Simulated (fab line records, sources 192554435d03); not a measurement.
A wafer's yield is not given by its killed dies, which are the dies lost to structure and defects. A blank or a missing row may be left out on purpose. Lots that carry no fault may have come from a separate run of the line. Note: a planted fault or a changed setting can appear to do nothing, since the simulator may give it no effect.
Chamber matching / flow n5Finfet / rieDiel-06 running N5_BEOL_M0_SAQP_STRIP_86: 3 sister chambers
The step strips in N2/H2. 14 wafers are shown with their chamber, then 7 later ones without.

WAFERS PAIRED WITH THEIR CHAMBERS
wafer=L078.1; chamber=3; showerheadPlenumPTorr (Torr)=3.40; throttleValvePct (%)=18.66; oesProductAu (a.u.)=0.93
wafer=L078.3; chamber=1; showerheadPlenumPTorr (Torr)=3.34; throttleValvePct (%)=18.97; oesProductAu (a.u.)=0.67
wafer=L078.6; chamber=1; showerheadPlenumPTorr (Torr)=3.34; throttleValvePct (%)=19.00; oesProductAu (a.u.)=0.68
wafer=L081.1; chamber=2; showerheadPlenumPTorr (Torr)=3.49; throttleValvePct (%)=19.17; oesProductAu (a.u.)=0.72
wafer=L081.3; chamber=3; showerheadPlenumPTorr (Torr)=3.40; throttleValvePct (%)=18.67; oesProductAu (a.u.)=0.91
wafer=L081.5; chamber=1; showerheadPlenumPTorr (Torr)=3.34; throttleValvePct (%)=18.99; oesProductAu (a.u.)=0.68
wafer=L084.1; chamber=2; showerheadPlenumPTorr (Torr)=3.49; throttleValvePct (%)=19.16; oesProductAu (a.u.)=0.72
wafer=L084.3; chamber=3; showerheadPlenumPTorr (Torr)=3.40; throttleValvePct (%)=18.67; oesProductAu (a.u.)=0.90
wafer=L084.6; chamber=1; showerheadPlenumPTorr (Torr)=3.34; throttleValvePct (%)=18.98; oesProductAu (a.u.)=0.66
wafer=L085.3; chamber=2; showerheadPlenumPTorr (Torr)=3.49; throttleValvePct (%)=19.18; oesProductAu (a.u.)=0.71
wafer=L085.4; chamber=3; showerheadPlenumPTorr (Torr)=3.39; throttleValvePct (%)=18.69; oesProductAu (a.u.)=0.88
wafer=L085.6; chamber=1; showerheadPlenumPTorr (Torr)=3.33; throttleValvePct (%)=19.00; oesProductAu (a.u.)=0.66
wafer=L089.3; chamber=1; showerheadPlenumPTorr (Torr)=3.33; throttleValvePct (%)=19.00; oesProductAu (a.u.)=0.66
wafer=L089.4; chamber=3; showerheadPlenumPTorr (Torr)=3.39; throttleValvePct (%)=18.71; oesProductAu (a.u.)=0.88

SIGNATURES (averages over the wafers above)
reading=showerheadPlenumPTorr; chamber 1=3.3367; chamber 2=3.4900; chamber 3=3.3960; scatter within a chamber=0.0048
reading=throttleValvePct; chamber 1=18.9900; chamber 2=19.1700; chamber 3=18.6800; scatter within a chamber=0.0154
reading=oesProductAu; chamber 1=0.6683; chamber 2=0.7167; chamber 3=0.9000; scatter within a chamber=0.0146
Rule: for each reading, subtract the chamber's mean from the wafer's reading, divide by that reading's scatter and square the result; add these up over the readings and take the root, which gives the wafer's distance from the chamber. The wafer belongs to the nearest chamber; if the next one is less than 2 further off, it can't be placed. The scatter: take each reading less its chamber's mean, square it, sum over the shown wafers, divide by the number of wafers less the number of chambers, and take the root.

WAFERS MISSING THEIR CHAMBER
wafer=L089.6; showerheadPlenumPTorr (Torr)=3.33; throttleValvePct (%)=19.02; oesProductAu (a.u.)=0.66
wafer=L094.1; showerheadPlenumPTorr (Torr)=3.38; throttleValvePct (%)=18.71; oesProductAu (a.u.)=0.86
wafer=L094.2; showerheadPlenumPTorr (Torr)=3.48; throttleValvePct (%)=19.22; oesProductAu (a.u.)=0.69
wafer=L094.6; showerheadPlenumPTorr (Torr)=3.38; throttleValvePct (%)=18.72; oesProductAu (a.u.)=0.86
wafer=L097.2; showerheadPlenumPTorr (Torr)=3.32; throttleValvePct (%)=18.65; oesProductAu (a.u.)=0.97
wafer=L097.4; showerheadPlenumPTorr (Torr)=3.47; throttleValvePct (%)=19.22; oesProductAu (a.u.)=0.70
wafer=L097.6; showerheadPlenumPTorr (Torr)=3.38; throttleValvePct (%)=18.72; oesProductAu (a.u.)=0.85

WHICH CHAMBER EACH ONE RAN IN
wafer=L089.6; from the rows above=1; in truth=1
wafer=L094.1; from the rows above=3; in truth=3
wafer=L094.2; from the rows above=2; in truth=2
wafer=L094.6; from the rows above=3; in truth=3
wafer=L097.2; from the rows above=3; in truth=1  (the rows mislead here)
wafer=L097.4; from the rows above=2; in truth=2
wafer=L097.6; from the rows above=3; in truth=3
6 of 7 placed correctly. From these rows, 0 cannot be placed. Placed wrongly: 1.
